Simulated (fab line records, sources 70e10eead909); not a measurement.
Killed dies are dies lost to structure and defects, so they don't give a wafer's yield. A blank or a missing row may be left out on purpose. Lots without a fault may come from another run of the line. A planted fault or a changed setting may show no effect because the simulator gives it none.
Tool commonality check | flow nand_harc | 12 lots, 36 wafers sampled

WHY IT WAS OPENED
At NHARC_P_GATE_CD_MEAS_46 the reading cd_nm is flagged on 1 of 12 lots. Wafers without a fault read 719.3 nm, standard deviation 1.6.
Rule: a lot is flagged when every wafer of it that has a number lies more than 4 standard deviations from that mean, or none has a number. The other lots count as sound.

lot  | measured     | on        | cd_nm (nm), wafer by wafer | flag
L641 | day 5 06:44  | cd_sem-03 | 718.8 717.0 716.6          |
L642 | day 6 00:25  | cd_sem-01 | 720.8 719.0 718.1          |
L645 | day 7 07:42  | cd_sem-01 | 719.8 717.9 719.7          |
L646 | day 7 12:14  | cd_sem-01 | 720.3 718.3 719.2          |
L648 | day 8 05:26  | cd_sem-02 | 664.9 663.6 664.6          | FLAGGED
L656 | day 11 16:06 | cd_sem-03 | 718.6 718.0 720.2          |
L658 | day 12 13:13 | cd_sem-03 | 716.8 722.1 721.0          |
L659 | day 13 03:33 | cd_sem-02 | 717.2 720.0 720.0          |
L660 | day 13 16:52 | cd_sem-03 | 718.4 720.3 719.1          |
L661 | day 13 20:59 | cd_sem-02 | 717.7 721.1 721.5          |
L662 | day 14 01:43 | cd_sem-03 | 721.3 721.2 721.6          |
L664 | day 14 21:38 | cd_sem-03 | 722.9 720.5 721.0          |
The numbers of the flagged lots are 664.4 nm on average: -54.9 nm against the usual, or -34 standard deviations.

WHICH TOOL RAN EACH LOT
The record holds 2 process steps before the reading, out of a route of 1302 steps. In each cell: the tool, then ch and the chambers that the sampled wafers went through, then the start.
lot  | flag    | NHARC_P_GATE_STRIP_108             | NHARC_P_GATE_EXPOSE_43
L641 |         | rie_diel-11 ch 1,2,3, day 4 19:32  | krf_scanner-03 ch 0, day 5 06:35
L642 |         | rie_diel-11 ch 0,1, day 5 13:15    | krf_scanner-02 ch 0, day 6 00:15
L645 |         | rie_diel-11 ch 0,1, day 6 20:44    | krf_scanner-02 ch 0, day 7 07:33
L646 |         | rie_diel-11 ch 0,3, day 7 01:05    | krf_scanner-02 ch 0, day 7 12:05
L648 | FLAGGED | rie_diel-11 ch 0,3, day 7 18:17    | krf_scanner-03 ch 0, day 8 05:16
L656 |         | rie_diel-07 ch 0,1,3, day 11 05:03 | krf_scanner-03 ch 0, day 11 15:57
L658 |         | rie_diel-06 ch 0,2, day 12 02:10   | krf_scanner-04 ch 0, day 12 13:04
L659 |         | rie_diel-06 ch 0,2, day 12 16:17   | krf_scanner-03 ch 0, day 13 03:23
L660 |         | rie_diel-07 ch 0,1,3, day 13 03:34 | krf_scanner-02 ch 0, day 13 16:43
L661 |         | rie_diel-06 ch 1,2, day 13 09:46   | krf_scanner-03 ch 0, day 13 20:50
L662 |         | rie_diel-11 ch 1,3, day 13 14:35   | krf_scanner-03 ch 0, day 14 01:34
L664 |         | rie_diel-11 ch 0,1,2, day 14 10:26 | krf_scanner-02 ch 0, day 14 21:28
What these steps do:
- NHARC_P_GATE_STRIP_108: strips in O2.
- NHARC_P_GATE_EXPOSE_43: exposes mask P NSD, target cd 720 nm.
- NHARC_P_GATE_CD_MEAS_46: target cd 720 nm.

FLAGGED OVER TOTAL, TOOL BY TOOL (the gauges that took the reading come last)
step                    | tool           | lots run | flagged | share of the flagged lots | sound lots run after its first flagged lot
NHARC_P_GATE_STRIP_108  | rie_diel-06    | 3        | 0       | none                      | -
NHARC_P_GATE_STRIP_108  | rie_diel-07    | 2        | 0       | none                      | -
NHARC_P_GATE_STRIP_108  | rie_diel-11    | 7        | 1       | all                       | 2 (L662,L664)
NHARC_P_GATE_EXPOSE_43  | krf_scanner-02 | 5        | 0       | none                      | -
NHARC_P_GATE_EXPOSE_43  | krf_scanner-03 | 6        | 1       | all                       | 4 (L656,L659,L661,L662)
NHARC_P_GATE_EXPOSE_43  | krf_scanner-04 | 1        | 0       | none                      | -
NHARC_P_GATE_CD_MEAS_46 | cd_sem-01      | 3        | 0       | none                      | -
NHARC_P_GATE_CD_MEAS_46 | cd_sem-02      | 3        | 1       | all                       | 2 (L659,L661)
NHARC_P_GATE_CD_MEAS_46 | cd_sem-03      | 6        | 0       | none                      | -

WHAT THE TABLE ALLOWS
3 rows of the table ran every flagged lot: rie_diel-11 at NHARC_P_GATE_STRIP_108, krf_scanner-03 at NHARC_P_GATE_EXPOSE_43, cd_sem-02 at NHARC_P_GATE_CD_MEAS_46.
- rie_diel-11 at NHARC_P_GATE_STRIP_108: 1 of its 7 lots flagged. Sound lots ran on it after the first flagged one (L662, L664), which a lasting fault on the whole tool wouldn't allow.
- krf_scanner-03 at NHARC_P_GATE_EXPOSE_43: 1 of its 6 lots flagged. Sound lots ran on it after the first flagged one (L656, L659, L661, L662), which a lasting fault on the whole tool wouldn't allow.
- cd_sem-02 at NHARC_P_GATE_CD_MEAS_46: 1 of its 3 lots flagged. Sound lots ran on it after the first flagged one (L659, L661), which a lasting fault on the whole tool wouldn't allow.
No row of the table ran every flagged lot and no sound lot after the first.

WHAT THE SIMULATOR HAD PUT IN
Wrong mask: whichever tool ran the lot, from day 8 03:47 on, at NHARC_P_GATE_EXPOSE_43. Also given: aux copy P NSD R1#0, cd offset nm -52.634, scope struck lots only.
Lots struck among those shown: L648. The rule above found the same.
